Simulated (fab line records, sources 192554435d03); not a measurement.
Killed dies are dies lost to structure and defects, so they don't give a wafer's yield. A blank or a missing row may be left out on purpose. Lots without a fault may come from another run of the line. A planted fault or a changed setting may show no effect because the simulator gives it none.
Chamber matching | flow n5_finfet | N5_BEOL_M1_DESCUM_16 on rie_diel-05: 4 sister chambers
The step chemistry O2, time 7 s. 16 wafers are shown with their chamber, then 8 later ones without.

WAFERS WITH THEIR CHAMBER
wafer  | chamber | drypump_motor_current_A (A) | showerhead_plenum_p_Torr (Torr) | oes_product_au (a.u.)
L075.2 | 2       | 6.5                         | 2.07                            | 0.94
L075.5 | 0       | 5.4                         | 2.16                            | 0.71
L075.6 | 1       | 5.6                         | 2.03                            | 0.79
L076.1 | 0       | 5.5                         | 2.16                            | 0.71
L076.4 | 3       | 6.3                         | 2.03                            | 0.82
L076.6 | 3       | 6.4                         | 2.03                            | 0.81
L077.2 | 1       | 5.6                         | 2.02                            | 0.79
L077.5 | 3       | 6.4                         | 2.03                            | 0.81
L077.6 | 0       | 5.5                         | 2.16                            | 0.71
L080.1 | 3       | 6.3                         | 2.02                            | 0.80
L080.3 | 1       | 5.6                         | 2.02                            | 0.78
L080.4 | 1       | 5.6                         | 2.02                            | 0.79
L086.1 | 0       | 5.4                         | 2.15                            | 0.71
L086.2 | 2       | 6.5                         | 2.06                            | 0.91
L086.5 | 0       | 5.4                         | 2.15                            | 0.70
L091.1 | 0       | 5.5                         | 2.15                            | 0.70

SIGNATURES (means of the wafers above)
reading                  | chamber 0 | chamber 1 | chamber 2 | chamber 3 | scatter within a chamber
drypump_motor_current_A  | 5.450     | 5.600     | 6.500     | 6.350     | 0.0456
showerhead_plenum_p_Torr | 2.1550    | 2.0225    | 2.0650    | 2.0275    | 0.0054
oes_product_au           | 0.7067    | 0.7875    | 0.9250    | 0.8100    | 0.00846
Rule: a wafer's distance from a chamber is the root of the sum, over the readings, of the square of ((its reading less the chamber's mean) divided by the reading's scatter). The wafer belongs to the nearest chamber; if the next one is less than 2 further off, it can't be placed. The scatter: the root of (the sum of the squares of (reading less its chamber's mean) over the shown wafers, divided by (wafers less chambers)).

WAFERS WITHOUT THEIR CHAMBER
wafer  | drypump_motor_current_A (A) | showerhead_plenum_p_Torr (Torr) | oes_product_au (a.u.)
L091.3 | 6.5                         | 2.06                            | 0.89
L091.4 | 6.4                         | 2.02                            | 0.78
L092.2 | 5.4                         | 2.15                            | 0.70
L092.4 | 5.6                         | 2.02                            | 0.75
L092.6 | 6.4                         | 2.06                            | 0.88
L095.1 | 6.5                         | 2.05                            | 0.87
L095.3 | 6.4                         | 2.01                            | 0.77
L095.4 | 5.6                         | 2.01                            | 0.75

WHICH CHAMBER EACH WENT THROUGH
wafer  | from the rows above     | in truth
L091.3 | 2                       | 2
L091.4 | 3                       | 3
L092.2 | 0                       | 0
L092.4 | 1                       | 1
L092.6 | 2                       | 2
L095.1 | can't be placed: 2 or 3 | 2
L095.3 | 3                       | 3
L095.4 | 1                       | 1
Placed correctly: 7 of 8. Can't be placed from these rows: 1 (the true chamber is among the candidates in 1). Placed wrongly: 0.
